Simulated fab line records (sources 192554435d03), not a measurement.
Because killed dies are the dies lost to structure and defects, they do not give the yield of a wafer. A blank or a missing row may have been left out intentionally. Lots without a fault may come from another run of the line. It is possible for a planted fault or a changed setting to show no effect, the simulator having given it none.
Matching of chambers    flow n5-finfet    N5_FIN_SAQP_MANDREL1_REMOVE_56 on rie-si-03: 4 sister chambers
The step chemistry HBr/Cl2/O2, target a-Si, stops on SiNx, bt time 10 s. 4 wafers are shown with their chamber, then 9 later ones without.

## WAFERS PAIRED WITH THEIR CHAMBERS
wafer   chamber  throttle-valve-pct (%)
L082.4  3        36.42
L083.2  2        36.44
L083.5  0        36.48
L083.6  1        36.75

## WAFERS WITHOUT THEIR CHAMBER
wafer   throttle-valve-pct (%)
L086.1  36.41
L086.4  36.77
L086.5  36.48
L089.1  36.75
L089.2  36.43
L089.4  36.41
L097.1  36.74
L097.4  36.43
L097.6  36.74

## THE CHAMBER EACH PASSED THROUGH
wafer   from the rows above      in truth
L086.1  can't be placed: 3 or 2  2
L086.4  1                        1
L086.5  0                        0
L089.1  1                        1
L089.2  can't be placed: 2 or 3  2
L089.4  can't be placed: 3 or 2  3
L097.1  1                        1
L097.4  can't be placed: 2 or 3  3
L097.6  1                        1
Correctly placed: 5 of 9. From these rows, 4 cannot be placed; in 4 the true chamber is one of the candidates. Number placed wrongly: 0.
How it was worked out, from the rows above alone: a wafer's distance from a chamber is the root of the sum, over the readings, of the square of ((its reading less the chamber's mean) divided by the reading's scatter). If the next closest chamber is less than 2 further off than the closest, the wafer can't be placed; otherwise it belongs to the closest. For every chamber, the mean is computed from those of its wafers that are shown. The scatter: root of mean squared gap, hidden wafer to nearest shown wafer, with one shown wafer a chamber.
